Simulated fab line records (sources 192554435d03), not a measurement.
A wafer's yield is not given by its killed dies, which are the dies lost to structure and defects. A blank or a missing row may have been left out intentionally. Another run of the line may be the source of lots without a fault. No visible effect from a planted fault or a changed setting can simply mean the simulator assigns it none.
A lot that was struck, set against a sound lot | flow n5_finfet | 36 out of 1938 route steps
Sound: these wafers, L393.1, L393.3, L393.6. Wafers L391.1, L391.3, L391.6 were the ones struck. The cause is named last.
Per side, at each step with rows, come the tool, then ch with its chambers, and then its first start. Under that, the readings that differ: sound wafers | struck wafers | difference of the means | sigmas: that difference in standard deviations of wafers without a fault.
alike: words and numbers the same on both sides, and readings whose means are apart by under 2 such deviations; not compared: readings that were withheld, readings missing a value for some wafer, numbers with overlapping values and no deviation given by the record, and bounds like >300 which may hide the same value.
Wherever a step has rows on one side only, a row that says differs or no value, or a row with sigmas, the two part there. Non-overlapping numbers with no deviation appear without sigmas and do not part them. A reading missing from all wafers of one side parts the sides only when that side holds two or more wafers.

first, 9 steps without rows for these wafers: N5_BEOL_M4_ANNEAL_95 (time 240 s); N5_BEOL_M4_SPUTTER_96 (material Cu, target thk 4.5 nm, time 8.29 s); N5_BEOL_M4_ECD_50 (material Cu, target thk 300 nm); N5_BEOL_M4_ANNEAL_51 (time 90 s); N5_BEOL_M4_CMP_52 (polishes, stops on SiOC, t overpolish 6.8 s, target thk 40 nm); N5_BEOL_M4_PRE_CLEAN_60 (time 15 s); N5_BEOL_M4_CO_CAP_55 (material Co, precursor CCTBA/H2, target thk 2 nm, time 102.1 s); N5_BEOL_M4_PRE_CLEAN_56 (time 15 s); N5_BEOL_M4_DEP_57 (deposits SiCN from 3MS/NH3, target thk 8 nm, time 14 s).
N5_BEOL_M4_RC_MEAS_101:
  sound on prober-02 ch 0, day 12 11:07; struck on prober-02 ch 0, day 12 15:43
  alike: DIBL_N, DIBL_P, IOFF_N, IOFF_P, ION_N, ION_P, SS_N, SS_P, VT_N, VT_P
then, 24 steps without rows for these wafers: N5_BEOL_M5_ILD_DEP_00 (deposits SiCOH lowk from DEMS/porogen, target thk 140.64 nm, time 25.9 s); N5_BEOL_M5_CURE_79 (cures SiCOH lowk, time 240 s); N5_BEOL_M5_PECVD_70 (deposits SiO2 from TEOS/O2, target thk 16 nm, time 18 s); N5_BEOL_M5_HM_DEP_02 (deposits TiN, target thk 20 nm); N5_BEOL_M5_COAT_59 (time 60 s, resist thk 60 nm); N5_BEOL_M5_COAT_60 (time 60 s, resist thk 12 nm); N5_BEOL_M5_COAT_71 (time 60 s, resist thk 5 nm); N5_BEOL_M5_COAT_05 (resist thk 30 nm); N5_BEOL_M5_EBR_07; N5_BEOL_M5_SOFTBAKE_06 (time 60 s); N5_BEOL_M5_EXPOSE_08 (exposes mask M5, target cd 28 nm); N5_BEOL_M5_PEB_09 (peb time 60 s); N5_BEOL_M5_DEVELOP_10 (develop time 30 s); N5_BEOL_M5_DESCUM_16 (chemistry O2, time 7 s); N5_BEOL_M5_ETCH_72 (etches underlayer in N2/H2, target depth 6.5 nm, time 5.2 s); N5_BEOL_M5_ETCH_61 (etches SiARC in CF4, target depth 15.6 nm, time 26 s); N5_BEOL_M5_ETCH_62 (etches SOC in N2/H2, target depth 75 nm, overetch 15 nm, time 112.5 s); N5_BEOL_M5_STRIP_63 (strips in N2/H2); N5_BEOL_M5_STRIP_73 (strips in N2/H2); N5_BEOL_M5_STRIP_64 (strips in CF4); N5_BEOL_M5_HM_OPEN_17 (chemistry Cl2/BCl3, target TiN, target depth 20 nm, overetch 6 nm); N5_BEOL_M5_STRIP_19 (strips in O2); N5_BEOL_M5_COAT_65 (time 60 s, resist thk 60 nm); N5_BEOL_M5_COAT_66 (time 60 s, resist thk 12 nm).
-- record jumps: 5 days separate the struck wafers' starts on either side; left off in module BEOL_M5, taken up again in module MIM_TOP, whose first shown step is the route's number 1838 --
N5_MIM_TOP_SPUTTER_03: material TiN, target thk 35 nm, time 89.7 s.
  sound: pvd_sputter-02 at day 17 07:10; struck: pvd_sputter-01 at day 17 08:00
  no value came back on the struck wafers for cathode_dc_power_W (W), chamber_pressure_pa (Pa), throttle_valve_pct (%); on the sound wafers cathode_dc_power_W (W) reads 2998.5 3000.2 2999.8
N5_PASSIVATION_PROBE_49:
  sound: prober-01 at day 17 17:04; struck: prober-02 at day 17 20:27
  reading                  | sound          | struck         | difference | sigmas
  defect_limited_yield (%) | 88.2 90.3 91.5 | 0 0 0          | -90        | -60
  killed_at_other          | 14 4 6         | 1078 1098 1089 | +1080      | +99 or more
  killed_dies              | 139 114 100    | 1180 1180 1180 | +1062      | +59
  killed_on_rim            | 16 14 12       | 152 152 152    | +138       | +35
  sort_bin_5_function (%)  | 6.3 5.0 5.2    | 96.4 96.4 97.2 | +91.2      | +91
  sort_n_pass              | 1041 1066 1080 | 0 0 0          | -1062      | -59
  sort_yield_pct (%)       | 88.2 90.3 91.5 | 0 0 0          | -90        | -60
  alike: killed_at_M0_to_M3, killed_at_M4_up, killed_at_contacts, killed_at_front_end, killed_open, killed_short, sort_bin_6_memory

## WHERE THEY PART
First at N5_MIM_TOP_SPUTTER_03; last, within this record, at N5_PASSIVATION_PROBE_49.

WHY: what the simulator had put in
At N5_MIM_TOP_SPUTTER_03, the step was skipped entirely on pvd_sputter-01 from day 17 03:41 on. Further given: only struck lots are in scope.
